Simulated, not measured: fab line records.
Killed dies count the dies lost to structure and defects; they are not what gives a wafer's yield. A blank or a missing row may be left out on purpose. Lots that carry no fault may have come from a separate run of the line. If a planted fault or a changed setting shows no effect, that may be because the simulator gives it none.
Which tool was responsible? / flow nand-harc / 12 lots, 36 wafers sampled, at 5 steps of a route of 1159

WHAT THE GAUGES SHOWED, per wafer
NHARC_A_SGD_CUT_THK_MEAS_22: measures by ellipsometry.
lot=L075; measured=day 14 06:47; on=film-metro-02; thk-nm (nm)=148.1 150.6 149.1
lot=L077; measured=day 14 22:12; on=film-metro-02; thk-nm (nm)=148.1 148.2 148.4
lot=L079; measured=day 15 02:45; on=film-metro-02; thk-nm (nm)=147.0 146.9 148.7
lot=L080; measured=day 16 12:05; on=film-metro-01; thk-nm (nm)=149.8 148.6 150.2
lot=L081; measured=day 16 17:58; on=film-metro-01; thk-nm (nm)=150.0 151.3 147.7
lot=L086; measured=day 17 06:17; on=film-metro-02; thk-nm (nm)=148.8 147.3 148.3
lot=L085; measured=day 17 06:16; on=film-metro-01; thk-nm (nm)=150.1 148.4 147.6
lot=L088; measured=day 17 18:36; on=film-metro-02; thk-nm (nm)=153.2 150.3 149.5
lot=L091; measured=day 18 03:10; on=film-metro-02; thk-nm (nm)=150.1 149.1 150.4
lot=L092; measured=day 19 07:44; on=film-metro-02; thk-nm (nm)=150.1 150.3 150.8
lot=L093; measured=day 19 17:47; on=film-metro-02; thk-nm (nm)=150.1 147.0 148.9
lot=L097; measured=day 20 16:53; on=film-metro-02; thk-nm (nm)=149.0 149.8 147.5

EACH LOT AND THE TOOL THAT RAN IT (in order: tool; ch and the chambers of the sampled wafers; start)
lot=L075; NHARC_A_STAIRCASE_ETCH_315=rie-diel-12 ch 0,1, day 13 06:28 or earlier; NHARC_A_STAIRCASE_DEP_322=pecvd-01 ch 0,1,2, day 13 06:28; NHARC_A_STAIRCASE_DEP_471=pecvd-02 ch 0,2, day 14 01:17; NHARC_A_SGD_CUT_ETCH_59=rie-diel-08 ch 1,2,3, day 14 06:47 or earlier
lot=L077; NHARC_A_STAIRCASE_ETCH_315=rie-diel-07 ch 0,3, day 13 17:40 or earlier; NHARC_A_STAIRCASE_DEP_322=pecvd-01 ch 0,1,2, day 13 17:40; NHARC_A_STAIRCASE_DEP_471=pecvd-01 ch 1,2, day 14 15:14; NHARC_A_SGD_CUT_ETCH_59=rie-diel-01 ch 2,3, day 14 17:18
lot=L079; NHARC_A_STAIRCASE_ETCH_315=rie-diel-07 ch 0,2,3, day 13 22:13 or earlier; NHARC_A_STAIRCASE_DEP_322=pecvd-03 ch 0,1, day 13 22:13; NHARC_A_STAIRCASE_DEP_471=pecvd-03 ch 0,1, day 14 19:03; NHARC_A_SGD_CUT_ETCH_59=rie-diel-08 ch 1,2,3, day 15 02:45 or earlier
lot=L080; NHARC_A_STAIRCASE_ETCH_315=rie-diel-11 ch 0,2, day 15 03:40 or earlier; NHARC_A_STAIRCASE_DEP_322=pecvd-03 ch 1,2, day 15 03:40; NHARC_A_STAIRCASE_DEP_471=pecvd-01 ch 0,1,2, day 16 02:59; NHARC_A_SGD_CUT_ETCH_59=rie-diel-01 ch 2,3, day 16 12:05 or earlier
lot=L081; NHARC_A_STAIRCASE_ETCH_315=rie-diel-07 ch 2,3, day 15 15:53 or earlier; NHARC_A_STAIRCASE_DEP_322=pecvd-01 ch 0,1,2, day 15 15:53; NHARC_A_STAIRCASE_DEP_471=pecvd-02 ch 0,1,2, day 16 12:17; NHARC_A_SGD_CUT_ETCH_59=rie-diel-01 ch 0,1, day 16 14:15
lot=L086; NHARC_A_STAIRCASE_ETCH_315=rie-diel-07 ch 0,2,3, day 16 00:31 or earlier; NHARC_A_STAIRCASE_DEP_322=pecvd-01 ch 0,1,2, day 16 00:31; NHARC_A_STAIRCASE_DEP_471=pecvd-02 ch 0,1,2, day 16 21:05; NHARC_A_SGD_CUT_ETCH_59=rie-diel-08 ch 0,2,3, day 17 06:17 or earlier
lot=L085; NHARC_A_STAIRCASE_ETCH_315=rie-diel-11 ch 0,1,3, day 16 00:36 or earlier; NHARC_A_STAIRCASE_DEP_322=pecvd-02 ch 1,2, day 16 00:36; NHARC_A_STAIRCASE_DEP_471=pecvd-02 ch 1,2, day 16 20:38; NHARC_A_SGD_CUT_ETCH_59=rie-diel-04 ch 0,1,2, day 17 06:16 or earlier
lot=L088; NHARC_A_STAIRCASE_ETCH_315=rie-diel-12 ch 0,1,3, day 16 11:38 or earlier; NHARC_A_STAIRCASE_DEP_322=pecvd-03 ch 0,1,2, day 16 11:38; NHARC_A_STAIRCASE_DEP_471=pecvd-03 ch 0,2, day 17 10:31; NHARC_A_SGD_CUT_ETCH_59=rie-diel-08 ch 0,3, day 17 18:36 or earlier
lot=L091; NHARC_A_STAIRCASE_ETCH_315=rie-diel-12 ch 0,2,3, day 17 00:17 or earlier; NHARC_A_STAIRCASE_DEP_322=pecvd-03 ch 0,2, day 17 00:17; NHARC_A_STAIRCASE_DEP_471=pecvd-03 ch 1,2, day 17 18:31; NHARC_A_SGD_CUT_ETCH_59=rie-diel-01 ch 0,1, day 18 03:10 or earlier
lot=L092; NHARC_A_STAIRCASE_ETCH_315=rie-diel-11 ch 1,2,3, day 17 20:10 or earlier; NHARC_A_STAIRCASE_DEP_322=pecvd-03 ch 0,2, day 17 20:10; NHARC_A_STAIRCASE_DEP_471=pecvd-03 ch 0,1,2, day 18 23:41; NHARC_A_SGD_CUT_ETCH_59=rie-diel-01 ch 1,3, day 19 07:44 or earlier
lot=L093; NHARC_A_STAIRCASE_ETCH_315=rie-diel-11 ch 1,2, day 18 04:48 or earlier; NHARC_A_STAIRCASE_DEP_322=pecvd-01 ch 0,1, day 18 04:48; NHARC_A_STAIRCASE_DEP_471=pecvd-01 ch 0,1,2, day 19 10:31; NHARC_A_SGD_CUT_ETCH_59=rie-diel-08 ch 0,1,2, day 19 17:47 or earlier
lot=L097; NHARC_A_STAIRCASE_ETCH_315=rie-diel-07 ch 0,2,3, day 19 07:49 or earlier; NHARC_A_STAIRCASE_DEP_322=pecvd-02 ch 0,1,2, day 19 07:49; NHARC_A_STAIRCASE_DEP_471=pecvd-01 ch 0,1,2, day 20 08:16; NHARC_A_SGD_CUT_ETCH_59=rie-diel-08 ch 0,1,3, day 20 16:53 or earlier
- NHARC_A_STAIRCASE_ETCH_315: etches the open film in C4F8/O2/Ar, target depth 2500 nm, time 607.1 s.
- NHARC_A_STAIRCASE_DEP_322: deposits SiO2, target thk 3800 nm.
- NHARC_A_STAIRCASE_DEP_471: deposits SiO2, target thk 100 nm.
- NHARC_A_SGD_CUT_ETCH_59: etches the open film in N2/H2, target depth 260 nm, time 406.25 s.

THE ANSWER, worked out from the rows above alone
Rule: usual is defined by the lots themselves. The widest of any qualifying gaps counts: lots, ordered by their means at a reading, are off when they make up no more than a third of the lots, leave a main group of 4 or more, and stand apart from it by 3 or more times the standard deviation of that group's means. The tables above print the reading to a certain number of digits; a main group whose means all agree to those digits is not used. Also off: a lot with no number at a reading for which 4 or more lots have one. The other lots that the step has rows for count as sound.
No lot is off at any reading shown: from this, nothing can be told.

WHAT THE SIMULATOR HAD INSERTED
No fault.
